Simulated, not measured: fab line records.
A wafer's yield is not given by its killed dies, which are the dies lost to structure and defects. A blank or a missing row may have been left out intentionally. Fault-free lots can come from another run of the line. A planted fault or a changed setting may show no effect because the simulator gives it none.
Chamber matching | flow n5-finfet | rie-diel-06 running N5_SD_EPI_P_ETCH_16: 4 sister chambers
The step etches SiO2 in CHF3/O2, target depth 5 nm. 8 wafers are shown with their chamber, then 8 later ones without.

## WAFERS, EACH WITH ITS CHAMBER
wafer  | chamber | showerhead-plenum-p-Torr (Torr) | drypump-motor-current-A (A)
L081.6 | 3       | 2.29                            | 5.0
L083.1 | 3       | 2.29                            | 5.1
L083.3 | 1       | 2.47                            | 6.0
L085.1 | 0       | 2.45                            | 5.5
L087.1 | 2       | 2.52                            | 5.9
L087.5 | 1       | 2.46                            | 6.0
L087.6 | 0       | 2.45                            | 5.4
L091.3 | 2       | 2.52                            | 5.9

## WAFERS WHOSE CHAMBER IS MISSING
wafer  | showerhead-plenum-p-Torr (Torr) | drypump-motor-current-A (A)
L091.4 | 2.29                            | 5.1
L091.5 | 2.46                            | 6.0
L096.1 | 2.52                            | 6.0
L096.2 | 2.45                            | 5.4
L096.3 | 2.46                            | 5.9
L097.2 | 2.46                            | 6.0
L097.4 | 2.45                            | 5.5
L097.6 | 2.29                            | 5.1

## WHICH CHAMBER EACH ONE RAN IN
wafer  | from the rows above | in truth
L091.4 | 3                   | 3
L091.5 | 1                   | 1
L096.1 | 2                   | 2
L096.2 | 0                   | 0
L096.3 | 1                   | 1
L097.2 | 1                   | 1
L097.4 | 0                   | 0
L097.6 | 3                   | 3
Placed correctly: 8 of 8. Can't be placed from these rows: 0. Wrongly placed: 0.
How it was worked out, from the rows above alone: a wafer's distance from a chamber is the root of the sum, over the readings, of the square of ((its reading less the chamber's mean) divided by the reading's scatter). If the next closest chamber is less than 2 further off than the closest, the wafer can't be placed; otherwise it belongs to the closest. The mean given for a chamber averages the wafers shown for that chamber. The scatter: the root of (the sum of the squares of (reading less its chamber's mean) over the shown wafers, divided by (wafers less chambers)).
